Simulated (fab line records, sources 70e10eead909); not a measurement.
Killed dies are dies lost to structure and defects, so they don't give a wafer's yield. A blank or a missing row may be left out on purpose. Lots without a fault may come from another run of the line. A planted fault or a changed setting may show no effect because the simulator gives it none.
Chamber matching | flow nand_harc | NHARC_P_M1_STRIP_18 on rie_diel-02: 4 sister chambers
The step strips in N2/H2. 7 wafers are shown with their chamber, then 10 later ones without.

WAFERS WITH THEIR CHAMBER
wafer  | chamber | rf_vpp_V (V) | oes_product_au (a.u.)
L085.4 | 2       | 92.0         | 1.014
L089.6 | 2       | 92.4         | 1.030
L091.2 | 0       | 90.7         | 0.987
L091.3 | 1       | 89.4         | 1.001
L091.5 | 3       | 91.1         | 0.997
L093.2 | 3       | 92.9         | 1.006
L093.4 | 1       | 90.6         | 1.019

WAFERS WITHOUT THEIR CHAMBER
wafer  | rf_vpp_V (V) | oes_product_au (a.u.)
L093.5 | 90.2         | 0.995
L094.2 | 89.4         | 1.004
L094.3 | 88.7         | 1.015
L094.5 | 91.3         | 1.009
L095.3 | 91.0         | 1.010
L095.4 | 88.5         | 1.014
L095.6 | 91.4         | 1.010
L097.1 | 89.9         | 1.005
L097.4 | 92.3         | 1.005
L097.5 | 90.0         | 0.971

WHICH CHAMBER EACH WENT THROUGH
wafer  | from the rows above               | in truth
L093.5 | can't be placed: 0 or 1 or 3      | 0
L094.2 | can't be placed: 1 or 0           | 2
L094.3 | can't be placed: 1 or 0           | 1
L094.5 | can't be placed: 3 or 1 or 2 or 0 | 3
L095.3 | can't be placed: 1 or 3 or 2 or 0 | 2
L095.4 | can't be placed: 1 or 0           | 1
L095.6 | can't be placed: 3 or 2 or 1 or 0 | 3
L097.1 | can't be placed: 1 or 0 or 3      | 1
L097.4 | can't be placed: 3 or 2           | 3
L097.5 | can't be placed: 0 or 3           | 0
Placed correctly: 0 of 10. Can't be placed from these rows: 10 (the true chamber is among the candidates in 9). Placed wrongly: 0.
How it was worked out, from the rows above alone: a wafer's distance from a chamber is the root of the sum, over the readings, of the square of ((its reading less the chamber's mean) divided by the reading's scatter). The wafer belongs to the nearest chamber; if the next one is less than 2 further off, it can't be placed. A chamber's mean is the mean of its shown wafers. The scatter: the root of (the sum of the squares of (reading less its chamber's mean) over the shown wafers, divided by (wafers less chambers)).
